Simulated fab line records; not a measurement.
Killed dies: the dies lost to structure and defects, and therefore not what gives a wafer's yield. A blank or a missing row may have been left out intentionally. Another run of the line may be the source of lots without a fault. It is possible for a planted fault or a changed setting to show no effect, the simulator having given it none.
Chamber matching -- flow n5Finfet -- 3 sister chambers for N5_BEOL_M14_STRIP_37 on rieDiel-06
The step strips in O2. 3 wafers are shown with their chamber, then 5 later ones without.

WAFERS, EACH WITH ITS CHAMBER
wafer,chamber,showerheadPlenumPTorr (Torr)
L089.4,3,2.18
L090.1,0,2.19
L090.2,1,2.04

WAFERS WITH NO CHAMBER GIVEN
wafer,showerheadPlenumPTorr (Torr)
L090.6,2.17
L095.4,2.18
L097.1,2.18
L097.4,2.17
L097.6,2.17

THE CHAMBER EACH PASSED THROUGH
wafer,from the rows above,in truth
L090.6,can't be placed: 3 or 0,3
L095.4,can't be placed: 3 or 0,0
L097.1,can't be placed: 3 or 0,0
L097.4,can't be placed: 3 or 0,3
L097.6,can't be placed: 3 or 0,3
0 of 5 placed correctly. Unplaceable from these rows: 5, with the true chamber sitting among the candidates in 5. Wrongly placed: 0.
How it was worked out, from the rows above alone: a wafer's distance from a chamber is the root of the sum, over the readings, of the square of ((its reading less the chamber's mean) divided by the reading's scatter). The wafer belongs to the nearest chamber; if the next one is less than 2 further off, it can't be placed. A chamber's mean is the mean of its shown wafers. The scatter (one wafer shown for each chamber): square how far every hidden wafer sits from the nearest shown wafer, average those squares and take the square root.
